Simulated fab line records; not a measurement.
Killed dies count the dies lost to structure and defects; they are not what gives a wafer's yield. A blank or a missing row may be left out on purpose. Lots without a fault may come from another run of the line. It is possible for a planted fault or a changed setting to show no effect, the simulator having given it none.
Lot-split experiment -- flow n5-finfet -- 21 wafers read from 7 lots, route of 1938 steps

THE SPLIT ITSELF
At N5_FIN_SAQP_PECVD_47 (deposits a-Si from SiH4/He, target thk 45 nm, time 36.3 s), the setting time-s was moved away from the recipe's 36.3 s on 6 of the 21 wafers read, by -14.9% to +10.1%. This setting was run at the recipe's value on the other wafers.

FROM THE SPLIT TO THE READING: what the file shows between them, 4 steps
- N5_FIN_SAQP_PECVD_48: deposits SiNx from SiH4/NH3/N2, target thk 25 nm, time 22.1 s
- N5_FIN_SAQP_PECVD_06: deposits a-Si from SiH4/He, target thk 60 nm, time 48.1 s
- N5_FIN_SAQP_ETCH_57: etches SiNx in CH3F/O2, target depth 32.5 nm, time 46.4 s
- N5_FIN_SAQP_ETCH_65: etches SiO2 in CF4, target depth 4 nm, time 4.4 s

THE READING
etch.depth-nm (the simulator's own value, which no gauge read), in nm, at N5_FIN_SAQP_MANDREL_ETCH_58 (etches a-Si in HBr/Cl2, stops on SiNx, target depth 45 nm, bt time 10 s, time 27 s). The file gives no usual value for it. The 15 wafers here that ran the recipe average 45.06 nm, standard deviation 0.58 nm.

wafer,"tool, chamber at the split","time-s as run, s",against the recipe,"etch.depth-nm, nm",against lot-mates on the recipe
L075.1,"pecvd-01, 2",33.89,-6.6%,40.97,-2.83
L075.2,"pecvd-01, 1",33.89,-6.6%,40.66,-3.14
L075.3,"pecvd-01, 0",36.3,recipe,43.8,-
L076.3,"pecvd-04, 1",36.3,recipe,44.95,-
L076.4,"pecvd-04, 0",36.3,recipe,44.39,-
L076.5,"pecvd-04, 0",36.3,recipe,44.65,-
L087.1,"pecvd-01, 0",36.3,recipe,44.73,-
L087.5,"pecvd-01, 1",36.3,recipe,45.73,-
L087.6,"pecvd-01, 2",36.3,recipe,45.43,-
L090.2,"pecvd-01, 0",32.1,-11.6%,39.34,-6.23
L090.5,"pecvd-01, 1",36.3,recipe,46.08,-
L090.6,"pecvd-01, 0",36.3,recipe,45.07,-
L092.2,"pecvd-01, 1",39.98,+10.1%,49.57,+5.02
L092.3,"pecvd-01, 0",39.98,+10.1%,49.48,+4.93
L092.6,"pecvd-01, 0",36.3,recipe,44.55,-
L093.1,"pecvd-03, 2",36.3,recipe,45.14,-
L093.2,"pecvd-03, 0",36.3,recipe,45.3,-
L093.6,"pecvd-03, 1",30.88,-14.9%,38.66,-6.56
L094.2,"pecvd-03, 1",36.3,recipe,44.8,-
L094.4,"pecvd-03, 1",36.3,recipe,45.71,-
L094.6,"pecvd-03, 0",36.3,recipe,45.6,-

FIT RESULTS
A straight line over all 21 wafers: etch.depth-nm changes by +0.471 nm for each +1% of time-s; r = +0.97; the points scatter about the line by 0.65 nm.
The same after taking each lot's own level away (the mean of its wafers on the recipe; 21 wafers): +0.478 nm for each +1%; r = +0.99; scatter 0.38 nm.
That fit puts the effect of the largest move of time-s on the reading at 7.1 nm.
The lots' own levels span 43.800 to 45.575 nm, that is 3.1 times the standard deviation above.
Consequently the slope shifts little with the lot-to-lot level, the two slopes agreeing.
Check: with one of the wafers moved furthest among these (-14.9%) left out of the fit, the line predicts -7.42 nm for it against its lot-mates. Against them it came out at -6.56 nm.

ADDITIONAL SPLITS CARRIED BY THESE WAFERS
Before the reading, these wafers also passed through other splits. Each is held against what the fit with the lots' levels taken away leaves over:
other split on the same wafers,wafers away from the commonest value,r with etch.depth-nm (lot level and that fit taken away)
N5_WELL_APT_COAT_02 spin-rpm,9,-0.29

THE WHOLE CHAIN: every reading that the file lists as answering this split, in the file's order
step,what it does,reading,change (the file's fit),r (the file's)
N5_FIN_SAQP_PECVD_47,"deposits a-Si from SiH4/He, target thk 45 nm, time 36.3 s","a-Si_of_FIN_SAQP_PECVD_47.thk-nm (the simulator's own value, which no gauge read)",+0.478 nm for each +1% of the setting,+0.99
N5_FIN_SAQP_MANDREL_ETCH_58,"etches a-Si in HBr/Cl2, stops on SiNx, target depth 45 nm, bt time 10 s, time 27 s","etch.depth-nm (the simulator's own value, which no gauge read)",+0.478 nm for each +1% of the setting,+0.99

FILE'S OWN FIT
etch.depth-nm changes by +0.478 nm for each +1% of time-s, r = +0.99.
